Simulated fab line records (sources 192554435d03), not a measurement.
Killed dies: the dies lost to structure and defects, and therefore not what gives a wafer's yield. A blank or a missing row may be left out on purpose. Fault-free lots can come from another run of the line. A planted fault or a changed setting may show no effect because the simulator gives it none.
Matching of chambers / flow n5-finfet / N5_FIN_CUT_STRIP_22 on rie-diel-06: 4 sister chambers
The step strips in N2/H2. 18 wafers are shown with their chamber, then 9 later ones without.

## EACH WAFER AND ITS CHAMBER
wafer=L074.1; chamber=0; drypump-motor-current-A (A)=6.5; showerhead-plenum-p-Torr (Torr)=3.52; throttle-valve-pct (%)=19.1
wafer=L074.3; chamber=1; drypump-motor-current-A (A)=6.3; showerhead-plenum-p-Torr (Torr)=3.32; throttle-valve-pct (%)=19.2
wafer=L074.5; chamber=0; drypump-motor-current-A (A)=6.5; showerhead-plenum-p-Torr (Torr)=3.52; throttle-valve-pct (%)=19.1
wafer=L081.1; chamber=2; drypump-motor-current-A (A)=5.6; showerhead-plenum-p-Torr (Torr)=3.41; throttle-valve-pct (%)=18.4
wafer=L081.2; chamber=3; drypump-motor-current-A (A)=5.8; showerhead-plenum-p-Torr (Torr)=3.20; throttle-valve-pct (%)=18.7
wafer=L081.4; chamber=0; drypump-motor-current-A (A)=6.5; showerhead-plenum-p-Torr (Torr)=3.51; throttle-valve-pct (%)=19.1
wafer=L083.2; chamber=2; drypump-motor-current-A (A)=5.5; showerhead-plenum-p-Torr (Torr)=3.41; throttle-valve-pct (%)=18.5
wafer=L083.3; chamber=3; drypump-motor-current-A (A)=5.8; showerhead-plenum-p-Torr (Torr)=3.20; throttle-valve-pct (%)=18.7
wafer=L083.4; chamber=0; drypump-motor-current-A (A)=6.5; showerhead-plenum-p-Torr (Torr)=3.51; throttle-valve-pct (%)=19.1
wafer=L084.4; chamber=0; drypump-motor-current-A (A)=6.5; showerhead-plenum-p-Torr (Torr)=3.51; throttle-valve-pct (%)=19.1
wafer=L084.5; chamber=0; drypump-motor-current-A (A)=6.5; showerhead-plenum-p-Torr (Torr)=3.51; throttle-valve-pct (%)=19.1
wafer=L084.6; chamber=1; drypump-motor-current-A (A)=6.3; showerhead-plenum-p-Torr (Torr)=3.31; throttle-valve-pct (%)=19.3
wafer=L085.1; chamber=1; drypump-motor-current-A (A)=6.3; showerhead-plenum-p-Torr (Torr)=3.32; throttle-valve-pct (%)=19.3
wafer=L085.2; chamber=2; drypump-motor-current-A (A)=5.5; showerhead-plenum-p-Torr (Torr)=3.40; throttle-valve-pct (%)=18.5
wafer=L085.6; chamber=3; drypump-motor-current-A (A)=5.8; showerhead-plenum-p-Torr (Torr)=3.20; throttle-valve-pct (%)=18.7
wafer=L087.1; chamber=1; drypump-motor-current-A (A)=6.3; showerhead-plenum-p-Torr (Torr)=3.31; throttle-valve-pct (%)=19.3
wafer=L087.2; chamber=2; drypump-motor-current-A (A)=5.5; showerhead-plenum-p-Torr (Torr)=3.40; throttle-valve-pct (%)=18.5
wafer=L087.3; chamber=0; drypump-motor-current-A (A)=6.5; showerhead-plenum-p-Torr (Torr)=3.51; throttle-valve-pct (%)=19.1

SIGNATURES, as means of the wafers listed above
reading=drypump-motor-current-A; chamber 0=6.500; chamber 1=6.300; chamber 2=5.525; chamber 3=5.800; scatter within a chamber=0.0231
reading=showerhead-plenum-p-Torr; chamber 0=3.5129; chamber 1=3.3150; chamber 2=3.4050; chamber 3=3.2000; scatter within a chamber=0.00495
reading=throttle-valve-pct; chamber 0=19.100; chamber 1=19.275; chamber 2=18.475; chamber 3=18.700; scatter within a chamber=0.0327
Rule: for each reading, subtract the chamber's mean from the wafer's reading, divide by that reading's scatter and square the result; add these up over the readings and take the root, which gives the wafer's distance from the chamber. If the next closest chamber is less than 2 further off than the closest, the wafer can't be placed; otherwise it belongs to the closest. The scatter is the square root of a quotient: the sum, over the shown wafers, of each reading's squared deviation from its chamber's mean, divided by wafers minus chambers.

## WAFERS MISSING THEIR CHAMBER
wafer=L087.4; drypump-motor-current-A (A)=5.8; showerhead-plenum-p-Torr (Torr)=3.20; throttle-valve-pct (%)=18.7
wafer=L087.5; drypump-motor-current-A (A)=6.5; showerhead-plenum-p-Torr (Torr)=3.51; throttle-valve-pct (%)=19.1
wafer=L087.6; drypump-motor-current-A (A)=5.8; showerhead-plenum-p-Torr (Torr)=3.20; throttle-valve-pct (%)=18.8
wafer=L096.3; drypump-motor-current-A (A)=6.3; showerhead-plenum-p-Torr (Torr)=3.31; throttle-valve-pct (%)=18.9
wafer=L096.4; drypump-motor-current-A (A)=6.5; showerhead-plenum-p-Torr (Torr)=3.50; throttle-valve-pct (%)=19.1
wafer=L096.6; drypump-motor-current-A (A)=6.3; showerhead-plenum-p-Torr (Torr)=3.31; throttle-valve-pct (%)=18.8
wafer=L097.3; drypump-motor-current-A (A)=5.8; showerhead-plenum-p-Torr (Torr)=3.19; throttle-valve-pct (%)=18.7
wafer=L097.4; drypump-motor-current-A (A)=6.5; showerhead-plenum-p-Torr (Torr)=3.50; throttle-valve-pct (%)=19.2
wafer=L097.5; drypump-motor-current-A (A)=6.5; showerhead-plenum-p-Torr (Torr)=3.50; throttle-valve-pct (%)=19.1

## WHICH CHAMBER EACH ONE RAN IN
wafer=L087.4; from the rows above=3; in truth=3
wafer=L087.5; from the rows above=0; in truth=0
wafer=L087.6; from the rows above=3; in truth=3
wafer=L096.3; from the rows above=1; in truth=1
wafer=L096.4; from the rows above=0; in truth=0
wafer=L096.6; from the rows above=1; in truth=1
wafer=L097.3; from the rows above=3; in truth=3
wafer=L097.4; from the rows above=0; in truth=0
wafer=L097.5; from the rows above=0; in truth=0
Placed correctly: 9 of 9. Left unplaced by these rows: 0. Number placed wrongly: 0.
